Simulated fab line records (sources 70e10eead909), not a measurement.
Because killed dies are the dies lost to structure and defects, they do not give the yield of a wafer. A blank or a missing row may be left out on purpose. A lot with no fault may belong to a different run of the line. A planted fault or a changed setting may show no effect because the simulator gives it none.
Matching of chambers + flow nand-harc + NHARC_A_CONTACT_ETCH_48 on rie-diel-09: 4 sister chambers
The step etches the open film in CF4, target depth 39 nm, time 65 s. 4 wafers are shown with their chamber, then 7 later ones without.

== WAFERS PAIRED WITH THEIR CHAMBERS ==
| wafer  | chamber | drypump-motor-current-A (A) |
|--------|---------|-----------------------------|
| L081.2 | 1       | 6.5                         |
| L083.6 | 3       | 5.5                         |
| L088.2 | 2       | 5.1                         |
| L088.5 | 0       | 6.3                         |

== WAFERS WITHOUT THEIR CHAMBER ==
| wafer  | drypump-motor-current-A (A) |
|--------|-----------------------------|
| L088.6 | 6.5                         |
| L091.2 | 5.4                         |
| L091.3 | 6.6                         |
| L091.5 | 5.1                         |
| L097.1 | 5.1                         |
| L097.2 | 6.6                         |
| L097.5 | 6.4                         |

== WHICH CHAMBER EACH WENT THROUGH ==
| wafer  | from the rows above     | in truth |
|--------|-------------------------|----------|
| L088.6 | 1                       | 1        |
| L091.2 | 3                       | 3        |
| L091.3 | 1                       | 1        |
| L091.5 | 2                       | 2        |
| L097.1 | 2                       | 2        |
| L097.2 | 1                       | 1        |
| L097.5 | can't be placed: 1 or 0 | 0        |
Correctly placed: 6 of 7. Cannot be placed on the basis of these rows: 1; the candidates contain the true chamber in 1. Placed wrongly: 0.
How it was worked out, from the rows above alone: a wafer's distance from a chamber is the root of the sum, over the readings, of the square of ((its reading less the chamber's mean) divided by the reading's scatter). The wafer belongs to the nearest chamber; if the next one is less than 2 further off, it can't be placed. A chamber's mean is the mean of its shown wafers. The scatter: with one shown wafer a chamber, the root of the mean of the squares of how far each hidden wafer lies from its nearest shown one.
